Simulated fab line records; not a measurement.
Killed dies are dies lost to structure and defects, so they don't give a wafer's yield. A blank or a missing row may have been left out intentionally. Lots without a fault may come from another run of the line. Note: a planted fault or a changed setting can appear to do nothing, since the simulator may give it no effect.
Which of the tools did it?	flow n5 finfet	23 lots with 69 wafers sampled at 6 steps, on a route of 1938 steps

## WHAT EACH GAUGE READ, for each wafer
The record holds no reading of a measuring or inspecting step that can be judged against a usual standard deviation.

## EACH LOT AND THE TOOL THAT RAN IT (in order: tool; ch and the chambers of the sampled wafers; start)
lot	N5_BEOL_M13_TRENCH_ETCH_34	N5_BEOL_M13_PRE_CLEAN_42	N5_BEOL_M14_VIA_ETCH_16	N5_BEOL_M14_ETCH_67	N5_BEOL_M14_PRE_CLEAN_42	N5_BEOL_M14_SPUTTER_43
L074	rie diel-05 ch 0,1, day 14 05:16	pvd sputter-03, day 14 12:52	rie diel-04 ch 1,2,3, day 14 14:55	rie diel-01 ch 1,2, day 14 15:52	pvd sputter-01, day 14 17:32	pvd sputter-01, day 14 17:34
L077	rie diel-06 ch 0,2,3, day 14 22:40	pvd sputter-02, day 15 02:24	rie diel-03 ch 1,3, day 15 04:31	rie diel-03 ch 1,3, day 15 05:20	pvd sputter-03, day 15 08:21	pvd sputter-03, day 15 08:23
L075	rie diel-02 ch 0,1,3, day 15 03:01	pvd sputter-01, day 15 05:07	rie diel-04 ch 0,1,2, day 15 07:33	rie diel-04 ch 0,2,3, day 15 08:21	pvd sputter-02, day 15 10:55	pvd sputter-02, day 15 10:58
L076	rie diel-02 ch 0,1,2, day 15 08:19	pvd sputter-02, day 15 10:36	rie diel-01 ch 0,2,3, day 15 13:01	rie diel-01 ch 1,2,3, day 15 13:49	pvd sputter-01, day 15 15:14	pvd sputter-01, day 15 15:17
L078	rie diel-05 ch 0,2,3, day 15 15:11	pvd sputter-02, day 15 17:50	rie diel-01 ch 1,3, day 15 19:47	rie diel-03 ch 1,3, day 15 20:35	pvd sputter-02, day 15 22:35	pvd sputter-02, day 15 22:37
L080	rie diel-05 ch 0,3, day 16 01:27	pvd sputter-03, day 16 02:04	rie diel-04 ch 1,2,3, day 16 04:02	rie diel-04 ch 0,3, day 16 04:57	pvd sputter-02, day 16 10:32	pvd sputter-02, day 16 10:35
L082	rie diel-06 ch 0,2,3, day 16 04:59	pvd sputter-03, day 16 14:23	rie diel-01 ch 1,2,3, day 16 16:26	rie diel-03 ch 0,1, day 16 17:14	pvd sputter-03, day 16 21:49	pvd sputter-03, day 16 21:51
L079	rie diel-02 ch 1,2,3, day 16 17:36	pvd sputter-01, day 16 20:55	rie diel-03 ch 0,1,3, day 16 22:58	rie diel-04 ch 1,2, day 16 23:54	pvd sputter-03, day 17 01:17	pvd sputter-03, day 17 01:19
L086	rie diel-05 ch 1,2,3, day 17 09:07	pvd sputter-02, day 17 12:28	rie diel-03 ch 0,1,3, day 17 14:23	rie diel-03 ch 0,1, day 17 15:13	pvd sputter-03, day 17 17:26	pvd sputter-03, day 17 17:29
L081	rie diel-05 ch 1,2, day 17 15:32	pvd sputter-02, day 17 17:18	rie diel-03 ch 0,1,3, day 17 19:23	rie diel-01 ch 0,2,3, day 17 20:13	pvd sputter-03, day 17 22:02	pvd sputter-03, day 17 22:05
L083	rie diel-05 ch 0,3, day 17 20:30	pvd sputter-01, day 17 22:32	rie diel-01 ch 0,1,3, day 18 00:39	rie diel-01 ch 0,2,3, day 18 01:27	pvd sputter-03, day 18 03:18	pvd sputter-03, day 18 03:20
L084	rie diel-02 ch 0,2, day 17 20:58	pvd sputter-01, day 17 22:51	rie diel-01 ch 0,1, day 18 01:06	rie diel-01 ch 0,2,3, day 18 02:06	pvd sputter-03, day 18 03:43	pvd sputter-03, day 18 03:46
L090	rie diel-05 ch 2,3, day 18 06:19	pvd sputter-02, day 18 10:37	rie diel-04 ch 0,2, day 18 12:40	rie diel-01 ch 0,1, day 18 13:35	pvd sputter-02, day 18 16:09	pvd sputter-02, day 18 16:11
L085	rie diel-02 ch 0,1,3, day 18 07:28	pvd sputter-02, day 18 10:59	rie diel-01 ch 0,2,3, day 18 12:55	rie diel-03 ch 0,2, day 18 13:43	pvd sputter-03, day 18 17:34	pvd sputter-03, day 18 17:37
L089	rie diel-06 ch 0,1,2, day 18 21:58	pvd sputter-03, day 19 03:11	rie diel-01 ch 0,3, day 19 05:14	rie diel-01 ch 1,3, day 19 06:10	pvd sputter-03, day 19 13:11	pvd sputter-03, day 19 13:13
L087	rie diel-02 ch 0,2, day 19 01:02	pvd sputter-01, day 19 04:47	rie diel-01 ch 0,1, day 19 06:50	rie diel-01 ch 0,1,3, day 19 07:46	pvd sputter-01, day 19 13:14	pvd sputter-01, day 19 13:17
L088	rie diel-05 ch 0,2,3, day 19 01:23	pvd sputter-01, day 19 05:08	rie diel-04 ch 1,2, day 19 07:31	rie diel-04 ch 1,2,3, day 19 08:33	pvd sputter-03, day 19 15:31	pvd sputter-03, day 19 15:34
L091	rie diel-05 ch 0,2,3, day 19 05:43	pvd sputter-02, day 19 10:54	rie diel-01 ch 0,1, day 19 12:53	rie diel-03 ch 0,1,2, day 19 13:41	pvd sputter-03, day 19 16:25	pvd sputter-03, day 19 16:28
L096	rie diel-02 ch 0,1, day 19 16:37	pvd sputter-02, day 19 19:14	rie diel-04 ch 2,3, day 19 21:44	rie diel-03 ch 1,2, day 19 22:41	pvd sputter-03, day 20 01:49	pvd sputter-03, day 20 01:52
L092	rie diel-05 ch 1,3, day 19 21:11	pvd sputter-01, day 19 23:17	rie diel-03 ch 0,1,2, day 20 01:52	rie diel-03 ch 0,1, day 20 02:39	pvd sputter-03, day 20 06:14	pvd sputter-03, day 20 06:17
L094	rie diel-05 ch 1,2,3, day 19 21:44	pvd sputter-01, day 20 01:46	rie diel-03 ch 1,2,3, day 20 03:59	rie diel-03 ch 0,1,3, day 20 04:55	pvd sputter-01, day 20 06:17	pvd sputter-01, day 20 06:19
L095	rie diel-06 ch 2,3, day 20 06:32	pvd sputter-03, day 20 07:10	rie diel-03 ch 0,2, day 20 10:20	rie diel-03 ch 0,2, day 20 11:16	pvd sputter-02, day 20 13:39	pvd sputter-02, day 20 13:41
L097	rie diel-05 ch 0,1,2, day 20 13:11	pvd sputter-01, day 20 18:15	rie diel-04 ch 0,1,2, day 20 20:47	rie diel-04 ch 0,1,2, day 20 21:43	pvd sputter-02, day 21 01:34	pvd sputter-02, day 21 01:36
- N5_BEOL_M13_TRENCH_ETCH_34: etches SiOC in C4F8/O2/Ar, target depth 413.47 nm, time 162.6 s.
- N5_BEOL_M13_PRE_CLEAN_42: time 30 s.
- N5_BEOL_M14_VIA_ETCH_16: etches SiO2 in C4F8/O2/Ar, target depth 1231.3 nm.
- N5_BEOL_M14_ETCH_67: etches SiARC in CF4, target depth 143 nm, time 238.3 s.
- N5_BEOL_M14_PRE_CLEAN_42: time 30 s.
- N5_BEOL_M14_SPUTTER_43: material TaN, target thk 15 nm, time 24.19 s.

## WHAT THE TOOLS THEMSELVES READ (means of the sampled wafers that have a number; where no wafer has one, the mark that the record gives instead)
N5_BEOL_M13_TRENCH_ETCH_34.
lot	tool	chamber pressure mTorr (mTorr)	drypump motor current A (A)	oes product au (a.u.)	rf vpp V (V)	showerhead plenum p Torr (Torr)	throttle valve pct (%)
L074	rie diel-05	29.98	5.4	0.69	666	3.43	24.39
L077	rie diel-06	30.03	5.8	0.87	665	3.42	24.18
L075	rie diel-02	30.01	5.6	0.83	667	3.47	24.28
L076	rie diel-02	29.99	5.4	0.88	669	3.54	24.08
L078	rie diel-05	30.00	5.6	0.70	663	3.35	24.20
L080	rie diel-05	29.97	5.5	0.69	661	3.24	24.16
L082	rie diel-06	29.99	5.8	0.84	666	3.42	24.20
L079	rie diel-02	29.97	5.7	0.82	667	3.43	24.12
L086	rie diel-05	30.01	5.8	0.78	665	3.44	24.17
L081	rie diel-05	30.00	5.8	0.86	668	3.53	24.19
L083	rie diel-05	30.00	5.2	0.68	660	3.23	24.24
L084	rie diel-02	30.01	4.9	0.89	668	3.50	24.02
L090	rie diel-05	30.00	5.9	0.69	663	3.34	24.16
L085	rie diel-02	29.98	5.6	0.79	667	3.46	24.29
L089	rie diel-06	29.98	5.6	0.79	667	3.42	24.05
L087	rie diel-02	30.00	4.9	0.87	669	3.53	24.19
L088	rie diel-05	29.97	5.6	0.68	663	3.33	24.24
L091	rie diel-05	30.01	5.6	0.68	664	3.33	24.24
L096	rie diel-02	30.00	5.3	0.82	671	3.56	24.29
L092	rie diel-05	30.01	5.7	0.74	663	3.32	24.14
L094	rie diel-05	30.04	5.8	0.76	665	3.43	24.20
L095	rie diel-06	30.03	5.9	0.85	666	3.43	24.18
L097	rie diel-05	30.00	5.6	0.85	669	3.55	24.15

N5_BEOL_M13_PRE_CLEAN_42.
lot	tool	heater power w (W)
L074	pvd sputter-03	298
L077	pvd sputter-02	303
L075	pvd sputter-01	325
L076	pvd sputter-02	280
L078	pvd sputter-02	304
L080	pvd sputter-03	314
L082	pvd sputter-03	308
L079	pvd sputter-01	325
L086	pvd sputter-02	301
L081	pvd sputter-02	322
L083	pvd sputter-01	322
L084	pvd sputter-01	329
L090	pvd sputter-02	285
L085	pvd sputter-02	304
L089	pvd sputter-03	303
L087	pvd sputter-01	340
L088	pvd sputter-01	327
L091	pvd sputter-02	312
L096	pvd sputter-02	281
L092	pvd sputter-01	321
L094	pvd sputter-01	342
L095	pvd sputter-03	310
L097	pvd sputter-01	341

N5_BEOL_M14_VIA_ETCH_16.
lot	tool	chamber pressure mTorr (mTorr)	drypump motor current A (A)	oes_f_703_au (a.u.)	oes product au (a.u.)	rf vpp V (V)	showerhead plenum p Torr (Torr)	throttle valve pct (%)
L074	rie diel-04	19.986	5.54	0.83	0.75	2261	3.44	30.7
L077	rie diel-03	19.993	5.70	0.76	0.67	2162	3.30	31.0
L075	rie diel-04	20.000	5.75	0.89	0.79	2250	3.39	30.6
L076	rie diel-01	20.006	5.75	0.76	0.70	2230	3.36	30.9
L078	rie diel-01	20.008	5.77	0.80	0.76	2310	3.42	30.6
L080	rie diel-04	20.005	5.52	0.81	0.74	2259	3.43	30.7
L082	rie diel-01	20.010	5.68	0.74	0.71	2311	3.44	31.0
L079	rie diel-03	19.996	5.66	0.81	0.71	2149	3.31	30.9
L086	rie diel-03	20.005	5.66	0.81	0.71	2149	3.31	30.9
L081	rie diel-03	19.996	5.66	0.80	0.70	2149	3.31	30.9
L083	rie diel-01	19.998	5.73	0.77	0.71	2250	3.41	30.8
L084	rie diel-01	20.000	5.63	0.74	0.68	2273	3.48	31.0
L090	rie diel-04	19.991	5.56	0.85	0.76	2254	3.43	30.9
L085	rie diel-01	19.982	5.75	0.73	0.68	2229	3.34	30.9
L089	rie diel-01	19.977	5.77	0.77	0.69	2167	3.31	30.7
L087	rie diel-01	20.012	5.63	0.74	0.68	2273	3.47	31.0
L088	rie diel-04	19.996	5.77	0.86	0.75	2252	3.36	30.5
L091	rie diel-01	20.013	5.67	0.74	0.68	2190	3.39	31.0
L096	rie diel-04	19.986	5.30	0.72	0.66	2264	3.48	30.9
L092	rie diel-03	20.002	5.76	0.84	0.74	2160	3.37	30.9
L094	rie diel-03	19.983	5.79	0.78	0.69	2173	3.35	31.0
L095	rie diel-03	19.991	5.67	0.88	0.78	2166	3.39	30.6
L097	rie diel-04	20.007	5.71	0.83	0.73	2247	3.36	30.7

N5_BEOL_M14_ETCH_67.
lot	tool	chamber pressure mTorr (mTorr)	drypump motor current A (A)	etch rf on time s (s)	oes product au (a.u.)	rf vpp V (V)	showerhead plenum p Torr (Torr)	throttle valve pct (%)
L074	rie diel-01	40.00	5.59	242	0.65	184.6	2.19	15.84
L077	rie diel-03	39.98	5.73	241	0.63	183.3	2.04	15.75
L075	rie diel-04	40.04	5.51	238	0.70	184.1	2.15	15.71
L076	rie diel-01	40.03	5.67	246	0.66	183.6	2.15	15.71
L078	rie diel-03	40.02	5.74	240	0.63	182.4	2.04	15.78
L080	rie diel-04	40.01	5.44	243	0.63	184.3	2.15	15.93
L082	rie diel-03	39.96	5.69	233	0.69	183.2	2.06	15.65
L079	rie diel-04	39.98	5.76	233	0.74	184.6	2.10	15.38
L086	rie diel-03	40.01	5.61	229	0.73	182.8	2.07	15.47
L081	rie diel-01	40.02	5.74	241	0.65	182.8	2.09	15.74
L083	rie diel-01	39.96	5.74	243	0.64	183.1	2.09	15.75
L084	rie diel-01	39.98	5.76	241	0.65	183.5	2.09	15.75
L090	rie diel-01	39.99	5.61	239	0.64	183.8	2.17	15.76
L085	rie diel-03	39.99	5.82	234	0.80	184.2	2.15	15.32
L089	rie diel-01	40.02	5.62	239	0.67	184.3	2.18	15.66
L087	rie diel-01	40.01	5.71	236	0.66	183.6	2.12	15.64
L088	rie diel-04	40.00	5.53	243	0.67	183.9	2.14	15.64
L091	rie diel-03	40.01	5.76	232	0.72	184.2	2.10	15.52
L096	rie diel-03	39.98	5.83	239	0.67	183.4	2.08	15.71
L092	rie diel-03	40.02	5.69	236	0.65	183.8	2.05	15.71
L094	rie diel-03	39.99	5.66	239	0.64	183.0	2.05	15.66
L095	rie diel-03	40.03	5.67	231	0.74	183.6	2.11	15.34
L097	rie diel-04	40.02	5.72	236	0.70	183.5	2.09	15.57

N5_BEOL_M14_PRE_CLEAN_42.
lot	tool	heater power w (W)
L074	pvd sputter-01	457
L077	pvd sputter-03	420
L075	pvd sputter-02	424
L076	pvd sputter-01	475
L078	pvd sputter-02	452
L080	pvd sputter-02	404
L082	pvd sputter-03	387
L079	pvd sputter-03	387
L086	pvd sputter-03	446
L081	pvd sputter-03	421
L083	pvd sputter-03	417
L084	pvd sputter-03	420
L090	pvd sputter-02	407
L085	pvd sputter-03	428
L089	pvd sputter-03	423
L087	pvd sputter-01	483
L088	pvd sputter-03	431
L091	pvd sputter-03	406
L096	pvd sputter-03	451
L092	pvd sputter-03	407
L094	pvd sputter-01	465
L095	pvd sputter-02	447
L097	pvd sputter-02	449

N5_BEOL_M14_SPUTTER_43.
lot	tool	throttle valve pct (%)
L074	pvd sputter-01	29.4
L077	pvd sputter-03	30.0
L075	pvd sputter-02	30.0
L076	pvd sputter-01	29.4
L078	pvd sputter-02	30.1
L080	pvd sputter-02	29.8
L082	pvd sputter-03	29.0
L079	pvd sputter-03	28.9
L086	pvd sputter-03	30.4
L081	pvd sputter-03	30.3
L083	pvd sputter-03	29.4
L084	pvd sputter-03	29.5
L090	pvd sputter-02	29.7
L085	pvd sputter-03	30.1
L089	pvd sputter-03	30.1
L087	pvd sputter-01	29.5
L088	pvd sputter-03	29.7
L091	pvd sputter-03	29.1
L096	pvd sputter-03	30.4
L092	pvd sputter-03	30.0
L094	pvd sputter-01	30.2
L095	pvd sputter-02	30.1
L097	pvd sputter-02	30.2

## THE ANSWER, worked out from the rows above alone
Rule: what is usual is taken from the lots themselves. The widest of any qualifying gaps counts: lots, ordered by their means at a reading, are off when they make up no more than a third of the lots, leave a main group of 4 or more, and stand apart from it by 3 or more times the standard deviation of that group's means. A main group is skipped when, at the precision printed for the reading in the tables above, its means are all equal. A lot without any number at a reading at which 4 lots or more have one is off too. Where the step has rows for the other lots, those lots are counted as sound. After the gauges, taken in route order, come the tools' own readings; for these a lot's mean is taken, as printed above. At the first step where some lot is off, the reading lying furthest off is the one used; lots without a number count as furthest.
Nothing can be told from this: no lot is off at any reading shown.

## WHAT THE SIMULATOR HAD PUT IN
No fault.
